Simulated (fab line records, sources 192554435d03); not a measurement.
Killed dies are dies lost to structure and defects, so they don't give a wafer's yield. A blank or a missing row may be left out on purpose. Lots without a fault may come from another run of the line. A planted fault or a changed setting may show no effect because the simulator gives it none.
A struck lot beside a sound one | flow n5_finfet | 16 steps out of a route of 1938
Sound: wafers L932.3, L932.5, L932.6. Struck: wafers L942.2, L942.4, L942.6. The cause comes at the end.
At each step with rows: each side's tool, then ch and its chambers, then its first start. Under that, the readings that differ: sound wafers | struck wafers | difference of the means | sigmas: that difference in standard deviations of wafers without a fault.
alike: readings whose means differ by less than 2 such deviations, and words and numbers that are the same on both sides. not compared: withheld readings, readings that some wafer has no value for, bounds like >300 that may hide the same value, and numbers for which the record gives no deviation and whose values overlap.
The two part at a step that has a row with sigmas, a row that says differs or no value, or rows on one side only. Numbers that don't overlap but have no deviation are shown without sigmas and don't part them. A reading that every wafer of one side lacks parts them only if that side has two wafers or more.

first, 7 steps without rows for these wafers: N5_HKMG_FIN_COAT_30 (time 60 s, resist thk 35 nm); N5_HKMG_FIN_COAT_06 (resist thk 90 nm); N5_HKMG_FIN_EBR_08; N5_HKMG_FIN_SOFTBAKE_07 (time 60 s); N5_HKMG_FIN_EXPOSE_09 (exposes mask NWFM); N5_HKMG_FIN_PEB_10 (peb time 60 s); N5_HKMG_FIN_DEVELOP_11 (develop time 30 s).
N5_HKMG_FIN_CD_MEAS_12: target cd 92.8 nm.
  sound on cd_sem-01 ch 0, day 5 14:50; struck on cd_sem-01 ch 0, day 8 02:10
  alike: cd_nm
N5_HKMG_FIN_OVL_MEAS_13:
  sound on overlay-02 ch 0, day 5 14:52; struck on overlay-01 ch 0, day 8 02:11
  reading       | sound          | struck      | difference | sigmas
  NWFM_OVL (nm) | -0.2 -0.7 -0.5 | 1.2 0.9 1.7 | +1.7       | +3
N5_HKMG_FIN_INSPECT_14: inspects for defects (macro).
  sound on defect_inspect-02, day 5 14:53; struck on defect_inspect-01, day 8 02:13
  alike: raw_defect_count
N5_HKMG_FIN_DESCUM_17: chemistry O2, time 7.9 s.
  sound on rie_diel-03 ch 0,3, day 5 15:13; struck on rie_diel-04 ch 0,1,3, day 8 02:40
  alike: drypump_motor_current_A, oes_product_au, rf_vpp_V, showerhead_plenum_p_Torr, throttle_valve_pct
  not compared: rf_hours_counter_h
N5_HKMG_FIN_ETCH_31: etches SiARC in CF4, target depth 45.5 nm, time 75.8 s.
  sound on rie_diel-03 ch 0,3, day 5 15:15; struck on rie_diel-04 ch 0,1,3, day 8 02:43
  alike: drypump_motor_current_A, etch_rf_on_time_s, oes_product_au, rf_fwd_power_W, rf_vpp_V, showerhead_plenum_p_Torr, throttle_valve_pct
  not compared: rf_hours_counter_h
N5_HKMG_FIN_ETCH_32: etches SOC in N2/H2, target depth 240 nm, time 300 s.
  sound on rie_diel-03 ch 0,3, day 5 15:19; struck on rie_diel-04 ch 0,1,3, day 8 02:46
  reading                                     | sound             | struck               | difference | sigmas
  rf_fwd_power_W (W)                          | 834.5 836.9 835.6 | 1041.6 1039.5 1035.8 | +203.3     | +75
  rf_vpp_V (V)                                | 527.6 528.5 526.0 | 489.4 487.9 489.6    | -38.4      | -18
  model.HKMG_FIN.feature_depth_nm (nm)        | 237.8 235.8 236.6 | 284.2 280.6 290      | +48.2      |
  model.etch.depth_nm (nm)                    | 237.8 235.8 236.6 | 284.1 280.6 290.1    | +48.2      |
  model.SiARC_of_HKMG_FIN_COAT_30.thk_nm (nm) | 21.4 21.6 21.8    | 19.6 20.2 19         | -2.0       |
  alike: drypump_motor_current_A, n2_flow_sccm, oes_product_au, showerhead_plenum_p_Torr, throttle_valve_pct
  not compared: rf_hours_counter_h
then, 1 step without rows for these wafers: N5_HKMG_FIN_STRIP_33 (strips in N2/H2).
-- the record jumps here: 3 days lie between the struck wafers' starts before and after (it left off in module HKMG_FIN and takes up again in module BEOL_M4, whose first step shown is number 1111 of the route) --
N5_BEOL_M4_RC_MEAS_101:
  sound on prober-01 ch 0, day 9 04:38; struck on prober-02 ch 0, day 11 13:49
  alike: DIBL_N, DIBL_P, IOFF_N, IOFF_P, ION_N, ION_P, SS_N, SS_P, VT_N, VT_P
-- the record jumps here: 5 days lie between the struck wafers' starts before and after (it left off in module BEOL_M4 and takes up again in module PASSIVATION, whose first step shown is number 1936 of the route) --
N5_PASSIVATION_PROBE_49:
  the record has rows for the struck wafers here (prober-02, day 16 02:02) and none for the sound ones

WHERE THEY PART
First at N5_HKMG_FIN_OVL_MEAS_13; last, within this record, at N5_PASSIVATION_PROBE_49.

WHY: what the simulator had put in
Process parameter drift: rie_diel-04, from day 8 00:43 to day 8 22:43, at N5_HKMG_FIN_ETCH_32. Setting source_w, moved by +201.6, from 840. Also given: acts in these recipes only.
